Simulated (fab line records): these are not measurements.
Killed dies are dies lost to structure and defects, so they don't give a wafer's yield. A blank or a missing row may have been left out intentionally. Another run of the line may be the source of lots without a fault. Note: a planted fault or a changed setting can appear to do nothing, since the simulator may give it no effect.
fab line records	flow n5_finfet
record lots=7	wafers=21
route steps=1938 shown BEOL_M1@783 BEOL_M2@867 BEOL_M3@938 BEOL_M4@1024
start_h: hours from the record's opening day to when the first of the lot's shown wafers began	wait_h: how many hours have passed since the lot's step before this one	" identical to the entry in the row above	L1.1+2: one row covering several wafers at once	- no value, or no start given	* or withheld: withheld	< > ~ a bound
route shown NAME@n: NAME is a module with steps in the file, n the number in the route of the first one	usual: mean/standard deviation taken from wafers without a fault	same: alike in all rows	chamber/n: place in a boat	sites: each site's reading	_std_site: how widely they spread, as a standard deviation	_edge_site: the outer-site mean with the inner-site mean subtracted	radius_mm: for every site, how far away it sits from the centre of the wafer	mask NAME#n: copy n	behind: the last tool/chamber to shape the wafer	hold: why the lot was held/for how many hours/how that ended	device: the transistor (n, p or np) that didn't switch	end of line: the tests these same wafers got at the end of their route	a step with no rows: only its recipe	killed: dies that structure and defects cost at the first sort, which is not the same as the wafer's yield	map: a wafer's dies, marking killed ones x, the rest . and places with no die _
set.NAME: the setting the step ran with; set.NAME@STEP: the setting that earlier step ran with	model.NAME: the simulator's own value behind a step, which no gauge read
lots whose settings were changed on purpose; a table a step, a row a wafer
## steps
# step N5_BEOL_M1_EXPOSE_25
# recipe mask_id=V0	na=0.33	source_shape=quasar	sigma_inner=0.2	sigma_outer=0.8	polarization=unpolarized	defocus_nm=5	target_cd_nm=24	dose_mj=63
lot.wafer	tool	chamber	start_h	wait_h	mask	set.dose_mj
L076.1+3+6	euv_scanner-02	0	131.46	-	V0#0	63
L077.3+4	euv_scanner-02	0	137.81	-	V0#0	64.31
L077.6	"	0	"	"	V0#0	63
L078.2+4+5	euv_scanner-02	0	148.55	-	V0#0	63
L081.3+6	euv_scanner-02	0	167.05	-	V0#0	64.82
L081.4	"	0	"	"	V0#0	63
L091.2+3+6	euv_scanner-01	0	224.01	-	V0#0	63
L093.2+5	euv_scanner-02	0	238.11	-	V0#0	63
L093.4	"	0	"	"	V0#0	61.34
L095.3+4	euv_scanner-02	0	249.68	-	V0#0	63
L095.5	"	0	"	"	V0#0	66.46
# step N5_BEOL_M1_PEB_26
# recipe peb_temp_c=100	peb_time_s=60	resist=CAR-EUV
# step N5_BEOL_M1_DEVELOP_27
# recipe develop_time_s=30	developer=TMAH	resist=CAR-EUV	rinse_liquid=surfactant_rinse	dry=air_spin	dev_temp_c=23
# step N5_BEOL_M1_CD_MEAS_28
# recipe landing_energy_ev=500	detector=se_inlens	target_cd_y_nm=23.3
# usual cd_nm=24.05/0.25
lot.wafer	tool	chamber	start_h	wait_h	set.dose_mj@BEOL_M1_EXPOSE_25	cd_nm
L076.1	cd_sem-02	0	131.60	-	63	24.30
L076.3	"	0	"	"	63	24.05
L076.6	"	0	"	"	63	23.98
L077.3	cd_sem-01	0	137.94	-	64.31	24.50
L077.4	"	0	"	"	64.31	24.24
L077.6	"	0	"	"	63	24.03
L078.2	cd_sem-03	0	148.69	-	63	24.26
L078.4	"	0	"	"	63	24.16
L078.5	"	0	"	"	63	24.03
L081.3	cd_sem-02	0	167.18	-	64.82	24.97
L081.4	"	0	"	"	63	24.07
L081.6	"	0	"	"	64.82	24.88
L091.2	cd_sem-02	0	224.15	-	63	24.37
L091.3	"	0	"	"	63	24.14
L091.6	"	0	"	"	63	23.97
L093.2	cd_sem-03	0	238.25	-	63	23.96
L093.4	"	0	"	"	61.34	23.26
L093.5	"	0	"	"	63	23.73
L095.3	cd_sem-03	0	249.81	-	63	24.10
L095.4	"	0	"	"	63	24.35
L095.5	"	0	"	"	66.46	25.74
# step N5_BEOL_M1_ETCH_70
# recipe chemistry=N2/H2	target=SOC	target_depth_a=800	overetch_a=160	mask_material=SiARC	temp_c=40	time_s=120	ion_energy_ev=200	pressure_mtorr=30	source_w=840	bias_w=150	n2_flow_sccm=200	h2_flow_sccm=200
# usual rf_vpp_V=523.3/2.2
lot.wafer	tool	chamber	start_h	wait_h	set.bias_w	rf_vpp_V
L076.1	rie_diel-04	2	147.25	0.0	150	521.2
L076.3	"	1	"	"	164.2	556.0
L076.6	"	2	"	"	150	522.4
L077.3	rie_diel-02	2	150.25	0.0	150	522.8
L077.4	"	3	"	"	130.1	475.1
L077.6	"	3	"	"	130.1	475.0
L078.2	rie_diel-02	2	155.04	0.0	150	522.2
L078.4	"	1	"	"	150	525.2
L078.5	"	2	"	"	150	523.7
L081.3	rie_diel-02	2	176.96	0.0	150	522.3
L081.4	"	1	"	"	150	526.4
L081.6	"	3	"	"	150	522.5
L091.2	rie_diel-04	0	227.41	0.0	150	522.3
L091.3	"	1	"	"	150	526.1
L091.6	"	1	"	"	150	524.5
L093.2	rie_diel-02	0	247.07	0.0	170.5	568.3
L093.4	"	3	"	"	170.5	566.1
L093.5	"	2	"	"	170.5	564.4
L095.3	rie_diel-02	0	258.24	0.0	150	525.5
L095.4	"	1	"	"	150	527.4
L095.5	"	0	"	"	138.9	499.5
# step N5_BEOL_M1_STRIP_71
# recipe chemistry=N2/H2	temp_c=40	n2_flow_sccm=200	h2_flow_sccm=200	rf_frequency_hz=6e+07
# step N5_BEOL_M1_STRIP_78
# recipe chemistry=N2/H2	temp_c=40	n2_flow_sccm=200	h2_flow_sccm=200	rf_frequency_hz=6e+07
# step N5_BEOL_M1_VIA_ETCH_34
# recipe chemistry=C4F6/O2	target_depth_a=678	mask_material=SOC	pressure_mtorr=15	ion_energy_ev=250	taper_deg=4	time_s=64.4	source_w=350	bias_w=170	Ar_flow_sccm=300	C4F6_flow_sccm=10	O2_flow_sccm=10
lot.wafer	tool	chamber	start_h	wait_h	set.dose_mj@BEOL_M1_EXPOSE_25	model.BEOL_M1.cd_nm
L076.1+6	rie_diel-04	2	147.35	0.0	63	17.8
L076.3	"	1	"	"	63	18.2
L077.3	rie_diel-02	2	150.36	0.0	64.31	18.6
L077.4	"	3	"	"	64.31	18.2
L077.6	"	3	"	"	63	18
L078.2	rie_diel-02	2	155.14	0.0	63	18.4
L078.4+5	"	1,2	"	"	63	18
L081.3	rie_diel-02	2	177.06	0.0	64.82	18.4
L081.4	"	1	"	"	63	17.8
L081.6	"	3	"	"	64.82	18.6
L091.2	rie_diel-04	0	227.51	0.0	63	18
L091.3	"	1	"	"	63	17.8
L091.6	"	1	"	"	63	18.2
L093.2+5	rie_diel-02	0,2	247.17	0.0	63	18
L093.4	"	3	"	"	61.34	17.2
L095.3	rie_diel-02	0	258.34	0.0	63	18.4
L095.4	"	1	"	"	63	18.2
L095.5	"	0	"	"	66.46	19.4
# step N5_BEOL_M2_COAT_67
# recipe resist=SOC	temp_c=250	time_s=60	spin_rpm=1500	resist_thk_nm=60
lot.wafer	tool	chamber	start_h	wait_h	set.spin_rpm	model.SOC_of_BEOL_M2_COAT_67.thk_nm
L076.1+6	litho_track-04	0	155.42	0.0	1590	58.6
L076.3	"	0	"	"	1500	60.2
L077.3+6	litho_track-04	0	156.27	0.0	1500	60
L077.4	"	0	"	"	1500	60.4
L078.2	litho_track-02	0	166.77	0.0	1500	60
L078.4+5	"	0	"	"	1500	59.8
L081.3+6	litho_track-01	0	183.55	0.0	1500	60
L081.4	"	0	"	"	1654	57.2
L091.2	litho_track-04	0	236.57	0.0	1659	56.8
L091.3	"	0	"	"	1500	59.8
L091.6	"	0	"	"	1659	57
L093.2	litho_track-02	0	258.99	0.0	1500	60.4
L093.4	"	0	"	"	1396	62.6
L093.5	"	0	"	"	1396	62.2
L095.3+4	litho_track-02	0	271.39	0.0	1500	59.8
L095.5	"	0	"	"	1500	60
# step N5_BEOL_M2_COAT_22
# recipe resist=CAR-EUV	spin_rpm=1500	resist_thk_nm=30
lot.wafer	tool	chamber	start_h	wait_h	set.spin_rpm	model.CAR-EUV_of_BEOL_M2_COAT_22.thk_nm
L076.1	litho_track-04	0	-	-	1659	28.6
L076.3+6	"	0	"	"	1500	30
L077.3+4	litho_track-04	0	-	-	1500	30
L077.6	"	0	"	"	1365	31.4
L078.2+4+5	litho_track-02	0	-	-	1500	30
L081.3	litho_track-01	0	-	-	1615	28.8
L081.4	"	0	"	"	1500	29.8
L081.6	"	0	"	"	1500	30
L091.2	litho_track-04	0	-	-	1500	30
L091.3+6	"	0	"	"	1633	28.8
L093.2	litho_track-02	0	-	-	1500	30.2
L093.4	"	0	"	"	1353	31.8
L093.5	"	0	"	"	1353	31.6
L095.3	litho_track-02	0	-	-	1500	30
L095.4	"	0	"	"	1361	31.6
L095.5	"	0	"	"	1500	30.2
# step N5_BEOL_M2_EBR_24
# recipe solvent=PGMEA	ebr_width_mm=1.5
# step N5_BEOL_M2_SOFTBAKE_23
# recipe temp_c=110	time_s=60	resist=CAR-EUV
# step N5_BEOL_M2_DESCUM_33
# recipe chemistry=O2	time_s=7	source_power_w=50	bias_power_w=20	pressure_mtorr=20	rf_frequency_hz=2.712e+07	temp_c=40	resist=CAR-EUV	o2_flow_sccm=225
# step N5_BEOL_M2_ETCH_77
# recipe chemistry=N2/H2	target=underlayer	target_depth_a=65	mask_material=CAR-EUV	time_s=5.2	ion_energy_ev=200	pressure_mtorr=30	source_w=840	bias_w=150	n2_flow_sccm=200	h2_flow_sccm=200	ends=cleared
lot.wafer	tool	chamber	start_h	wait_h	set.spin_rpm@BEOL_M2_COAT_22	model.CAR-EUV_of_BEOL_M2_COAT_22.thk_nm
L076.1	rie_diel-05	0	155.86	0.0	1659	19
L076.3	"	3	"	"	1500	20.4
L076.6	"	0	"	"	1500	20.2
L077.3+4	rie_diel-05	2,1	156.83	0.0	1500	20.4
L077.6	"	3	"	"	1365	21.6
L078.2	rie_diel-05	0	167.33	0.0	1500	20.2
L078.4+5	"	1,2	"	"	1500	20.4
L081.3	rie_diel-05	1	184.04	0.0	1615	19.2
L081.4	"	2	"	"	1500	20.4
L081.6	"	3	"	"	1500	20.2
L091.2	rie_diel-01	0	237.14	0.0	1500	20.4
L091.3	"	2	"	"	1633	19.2
L091.6	"	0	"	"	1633	19
L093.2	rie_diel-01	2	260.35	0.0	1500	20.6
L093.4	"	0	"	"	1353	22.2
L093.5	"	2	"	"	1353	22
L095.3+5	rie_diel-03	3,0	274.05	0.0	1500	20.4
L095.4	"	2	"	"	1361	22
# step N5_BEOL_M2_ETCH_69
# recipe chemistry=CF4	target=SiARC	target_depth_a=156	mask_material=CAR-EUV	time_s=26	ion_energy_ev=80	pressure_mtorr=40	source_w=545	bias_w=36	Ar_flow_sccm=100	cf4_flow_sccm=100	ends=cleared
# step N5_BEOL_M2_ALD_98
# recipe material=SiO2	target_thk_a=25	temp_c=100	ald_precursor_family=BDEAS	ald_co_reactant=O2-plasma	pulse_time_s=1	co_reactant_pulse_time_s=1	purge_time_s=2	co_reactant_purge_time_s=2	ald_cycles=17	pressure_torr=2
# step N5_BEOL_M2_ETCHBACK_99
# recipe chemistry=CHF3	target=SiO2	target_depth_a=50	time_s=10.4	source_w=215	bias_w=47	Ar_flow_sccm=200	CHF3_flow_sccm=12	ion_energy_ev=100	pressure_mtorr=30
# step N5_BEOL_M2_ETCH_70
# recipe chemistry=N2/H2	target=SOC	target_depth_a=800	overetch_a=240	mask_material=SiARC	temp_c=40	time_s=130	ion_energy_ev=200	pressure_mtorr=30	source_w=840	bias_w=150	n2_flow_sccm=200	h2_flow_sccm=200
lot.wafer	tool	chamber	start_h	wait_h	set.spin_rpm@BEOL_M2_COAT_67	model.etch.depth_nm
L076.1	rie_diel-03	1	161.45	0.0	1590	58.58
L076.3	"	2	"	"	1500	60.11
L076.6	"	2	"	"	1590	58.6
L077.3	rie_diel-01	2	165.76	0.0	1500	60.02
L077.4	"	1	"	"	1500	60.37
L077.6	"	2	"	"	1500	60.06
L078.2	rie_diel-05	3	176.96	0.0	1500	60.01
L078.4	"	0	"	"	1500	59.89
L078.5	"	2	"	"	1500	59.77
L081.3+6	rie_diel-05	1,0	201.92	0.0	1500	60.02
L081.4	"	3	"	"	1654	57.13
L091.2	rie_diel-01	0	253.24	0.0	1659	56.79
L091.3	"	3	"	"	1500	59.84
L091.6	"	2	"	"	1659	56.95
L093.2	rie_diel-01	0	272.76	0.0	1500	60.33
L093.4	"	1	"	"	1396	62.51
L093.5	"	3	"	"	1396	62.25
L095.3+4	rie_diel-05	3,2	290.25	0.0	1500	59.84
L095.5	"	1	"	"	1500	59.92
# step N5_BEOL_M2_STRIP_71
# recipe chemistry=N2/H2	temp_c=40	n2_flow_sccm=200	h2_flow_sccm=200	rf_frequency_hz=6e+07
# step N5_BEOL_M2_STRIP_78
# recipe chemistry=N2/H2	temp_c=40	n2_flow_sccm=200	h2_flow_sccm=200	rf_frequency_hz=6e+07
# step N5_BEOL_M2_VIA_ETCH_34
# recipe chemistry=C4F6/O2	target_depth_a=694	mask_material=SOC	pressure_mtorr=15	ion_energy_ev=250	taper_deg=4	time_s=65.9	source_w=350	bias_w=170	Ar_flow_sccm=300	C4F6_flow_sccm=10	O2_flow_sccm=10
lot.wafer	tool	chamber	start_h	wait_h	set.spin_rpm@BEOL_M2_COAT_67	model.SOC_of_BEOL_M2_COAT_67.thk_nm
L076.1	rie_diel-03	1	161.56	0.0	1590	50.2
L076.3	"	2	"	"	1500	52
L076.6	"	2	"	"	1590	50.6
L077.3+4+6	rie_diel-01	2,1,2	165.87	0.0	1500	52
L078.2+4	rie_diel-05	3,0	177.07	0.0	1500	51.8
L078.5	"	2	"	"	1500	51.4
L081.3	rie_diel-05	1	202.02	0.0	1500	52
L081.4	"	3	"	"	1654	48.8
L081.6	"	0	"	"	1500	51.8
L091.2+6	rie_diel-01	0,2	253.34	0.0	1659	48.8
L091.3	"	3	"	"	1500	51.4
L093.2	rie_diel-01	0	272.87	0.0	1500	52.4
L093.4	"	1	"	"	1396	54
L093.5	"	3	"	"	1396	53.8
L095.3	rie_diel-05	3	290.35	0.0	1500	51.4
L095.4	"	2	"	"	1500	51.8
L095.5	"	1	"	"	1500	52
# step N5_BEOL_M3_COAT_05
# recipe resist=CAR-EUV	spin_rpm=1500	resist_thk_nm=30
lot.wafer	tool	chamber	start_h	wait_h	set.spin_rpm	model.CAR-EUV_of_BEOL_M3_COAT_05.thk_nm
L076.1+6	litho_track-05	0	-	-	1500	30
L076.3	"	0	"	"	1588	29.2
L077.3	litho_track-05	0	-	-	1555	29.4
L077.4	"	0	"	"	1500	30
L077.6	"	0	"	"	1555	29.6
L078.2+4+5	litho_track-01	0	-	-	1500	30
L081.3+4+6	litho_track-05	0	-	-	1544	29.6
L091.2	litho_track-03	0	-	-	1543	29.4
L091.3+6	"	0	"	"	1500	30
L093.2	litho_track-03	0	-	-	1500	30
L093.4	"	0	"	"	1500	30.2
L093.5	"	0	"	"	1378	31.4
L095.3	litho_track-03	0	-	-	1375	31.2
L095.4	"	0	"	"	1375	31.4
L095.5	"	0	"	"	1500	29.8
# step N5_BEOL_M3_EBR_07
# recipe solvent=PGMEA	ebr_width_mm=1.5
# step N5_BEOL_M3_SOFTBAKE_06
# recipe temp_c=110	time_s=60	resist=CAR-EUV
# step N5_BEOL_M3_DESCUM_16
# recipe chemistry=O2	time_s=7	source_power_w=50	bias_power_w=20	pressure_mtorr=20	rf_frequency_hz=2.712e+07	temp_c=40	resist=CAR-EUV	o2_flow_sccm=225
lot.wafer	tool	chamber	start_h	wait_h	set.spin_rpm@BEOL_M3_COAT_05	model.CAR-EUV_of_BEOL_M3_COAT_05.thk_nm
L076.1	rie_diel-02	2	172.67	0.0	1500	26.2
L076.3	"	1	"	"	1588	25.2
L076.6	"	2	"	"	1500	26
L077.3+6	rie_diel-06	1	177.51	0.1	1555	25.6
L077.4	"	3	"	"	1500	26.2
L078.2+4	rie_diel-04	0,2	183.30	0.0	1500	26
L078.5	"	2	"	"	1500	26.2
L081.3+4+6	rie_diel-02	3,1,3	209.27	0.2	1544	25.6
L091.2	rie_diel-06	1	259.14	0.0	1543	25.6
L091.3+6	"	2,3	"	"	1500	26
L093.2	rie_diel-06	2	283.87	0.0	1500	26
L093.4	"	0	"	"	1500	26.2
L093.5	"	1	"	"	1378	27.6
L095.3+4	rie_diel-06	1,0	295.56	0.0	1375	27.4
L095.5	"	2	"	"	1500	25.8
# step N5_BEOL_M3_ETCH_74
# recipe chemistry=N2/H2	target=underlayer	target_depth_a=65	mask_material=CAR-EUV	time_s=5.2	ion_energy_ev=200	pressure_mtorr=30	source_w=840	bias_w=150	n2_flow_sccm=200	h2_flow_sccm=200	ends=cleared
# step N5_BEOL_M3_ETCH_63
# recipe chemistry=CF4	target=SiARC	target_depth_a=156	mask_material=CAR-EUV	time_s=26	ion_energy_ev=80	pressure_mtorr=40	source_w=545	bias_w=36	Ar_flow_sccm=100	cf4_flow_sccm=100	ends=cleared
lot.wafer	tool	chamber	start_h	wait_h	set.spin_rpm@BEOL_M3_COAT_05	model.CAR-EUV_of_BEOL_M3_COAT_05.thk_nm
L076.1	rie_diel-02	2	172.72	0.0	1500	11.2
L076.3	"	1	"	"	1588	10.4
L076.6	"	2	"	"	1500	11
L077.3+6	rie_diel-06	1	177.56	0.0	1555	10.6
L077.4	"	3	"	"	1500	11.2
L078.2+4+5	rie_diel-04	0,2,2	183.35	0.0	1500	11.2
L081.3+4+6	rie_diel-02	3,1,3	209.33	0.0	1544	10.6
L091.2	rie_diel-06	1	259.19	0.0	1543	10.6
L091.3	"	2	"	"	1500	11
L091.6	"	3	"	"	1500	11.2
L093.2	rie_diel-06	2	283.92	0.0	1500	11
L093.4	"	0	"	"	1500	11.2
L093.5	"	1	"	"	1378	12.6
L095.3+4	rie_diel-06	1,0	295.61	0.0	1375	12.4
L095.5	"	2	"	"	1500	10.8
# step N5_BEOL_M4_HM_DEP_02
# recipe material=TiN	target_thk_a=200	temp_c=25	chamber_pressure_pa=0.49996
lot.wafer	tool	chamber	start_h	wait_h	set.target_thk_a	model.TiN_of_BEOL_M4_HM_DEP_02.thk_nm
L076.1+6	pvd_sputter-02	-	197.16	2.3	219.6	22
L076.3	"	-	"	"	219.6	21.8
L077.3	pvd_sputter-01	-	197.99	0.5	176.1	17.4
L077.4	"	-	"	"	200	19.8
L077.6	"	-	"	"	176.1	17.8
L078.2	pvd_sputter-03	-	200.95	2.8	200	20.4
L078.4	"	-	"	"	200	20.6
L078.5	"	-	"	"	200	20.2
L081.3	pvd_sputter-02	-	221.77	0.6	174.9	17.8
L081.4	"	-	"	"	200	20
L081.6	"	-	"	"	174.9	17.6
L091.2	pvd_sputter-01	-	270.54	0.3	192	19
L091.3	"	-	"	"	200	19.4
L091.6	"	-	"	"	192	18.8
L093.2	pvd_sputter-02	-	296.80	0.4	189	18.8
L093.4	"	-	"	"	189	19
L093.5	"	-	"	"	200	20
L095.3	pvd_sputter-01	-	310.44	1.7	211.4	20.8
L095.4+5	"	-	"	"	211.4	21
## key
split step=N5_BEOL_M1_EXPOSE_25	setting=dose_mj	stated=63	by=wafer
response step=N5_BEOL_M1_CD_MEAS_28	reading=cd_nm	change=+0.262	per=1%	r=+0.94
response step=N5_BEOL_M1_VIA_ETCH_34	reading=model.BEOL_M1.cd_nm	change=+0.221	per=1%	r=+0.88
split step=N5_BEOL_M1_ETCH_70	setting=bias_w	stated=150	by=wafer
response step=N5_BEOL_M1_ETCH_70	reading=rf_vpp_V	change=+3.61	per=1%	r=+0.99
split step=N5_BEOL_M2_COAT_67	setting=spin_rpm	stated=1500	by=wafer
response step=N5_BEOL_M2_COAT_67	reading=model.SOC_of_BEOL_M2_COAT_67.thk_nm	change=-0.275	per=1%	r=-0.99
response step=N5_BEOL_M2_ETCH_70	reading=model.etch.depth_nm	change=-0.28	per=1%	r=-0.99
response step=N5_BEOL_M2_VIA_ETCH_34	reading=model.SOC_of_BEOL_M2_COAT_67.thk_nm	change=-0.263	per=1%	r=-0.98
split step=N5_BEOL_M2_COAT_22	setting=spin_rpm	stated=1500	by=wafer
response step=N5_BEOL_M2_COAT_22	reading=model.CAR-EUV_of_BEOL_M2_COAT_22.thk_nm	change=-0.147	per=1%	r=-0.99
response step=N5_BEOL_M2_ETCH_77	reading=model.CAR-EUV_of_BEOL_M2_COAT_22.thk_nm	change=-0.144	per=1%	r=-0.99
split step=N5_BEOL_M3_COAT_05	setting=spin_rpm	stated=1500	by=wafer
response step=N5_BEOL_M3_COAT_05	reading=model.CAR-EUV_of_BEOL_M3_COAT_05.thk_nm	change=-0.163	per=1%	r=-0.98
response step=N5_BEOL_M3_DESCUM_16	reading=model.CAR-EUV_of_BEOL_M3_COAT_05.thk_nm	change=-0.178	per=1%	r=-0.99
response step=N5_BEOL_M3_ETCH_63	reading=model.CAR-EUV_of_BEOL_M3_COAT_05.thk_nm	change=-0.174	per=1%	r=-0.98
split step=N5_BEOL_M4_HM_DEP_02	setting=target_thk_a	stated=200	by=wafer
response step=N5_BEOL_M4_HM_DEP_02	reading=model.TiN_of_BEOL_M4_HM_DEP_02.thk_nm	change=+0.182	per=1%	r=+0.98
